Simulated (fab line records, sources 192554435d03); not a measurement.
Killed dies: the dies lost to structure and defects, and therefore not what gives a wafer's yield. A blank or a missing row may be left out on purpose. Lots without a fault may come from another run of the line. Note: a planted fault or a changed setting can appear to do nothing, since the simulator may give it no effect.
Chamber matching | flow n5-finfet | pecvd-01 running N5_BEOL_M8_ILD_DEP_00: 3 sister chambers
The step deposits SiCOH lowk from DEMS/porogen, target thk 179.75 nm, time 33.4 s. 3 wafers are shown with their chamber, then 7 later ones without.

== WAFERS WITH THEIR CHAMBER ==
wafer  | chamber | heater-power-w (W)
L088.3 | 0       | 301
L088.4 | 2       | 383
L088.5 | 1       | 385

== WAFERS MISSING THEIR CHAMBER ==
wafer  | heater-power-w (W)
L088.6 | 314
L090.2 | 397
L090.3 | 376
L090.5 | 412
L096.2 | 338
L096.4 | 326
L096.5 | 348

== CHAMBER TAKEN BY EACH ==
wafer  | from the rows above          | in truth
L088.6 | 0                            | 0
L090.2 | can't be placed: 1 or 2      | 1
L090.3 | can't be placed: 2 or 1      | 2
L090.5 | can't be placed: 1 or 2      | 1
L096.2 | can't be placed: 0 or 2 or 1 | 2
L096.4 | can't be placed: 0 or 2 or 1 | 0
L096.5 | can't be placed: 2 or 1 or 0 | 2
Correctly placed: 1 of 7. Unplaceable from these rows: 6, with the true chamber sitting among the candidates in 6. Number placed wrongly: 0.
How it was worked out, from the rows above alone: a wafer's distance from a chamber is the root of the sum, over the readings, of the square of ((its reading less the chamber's mean) divided by the reading's scatter). The wafer belongs to the nearest chamber; if the next one is less than 2 further off, it can't be placed. The mean given for a chamber averages the wafers shown for that chamber. The scatter: with one shown wafer a chamber, the root of the mean of the squares of how far each hidden wafer lies from its nearest shown one.
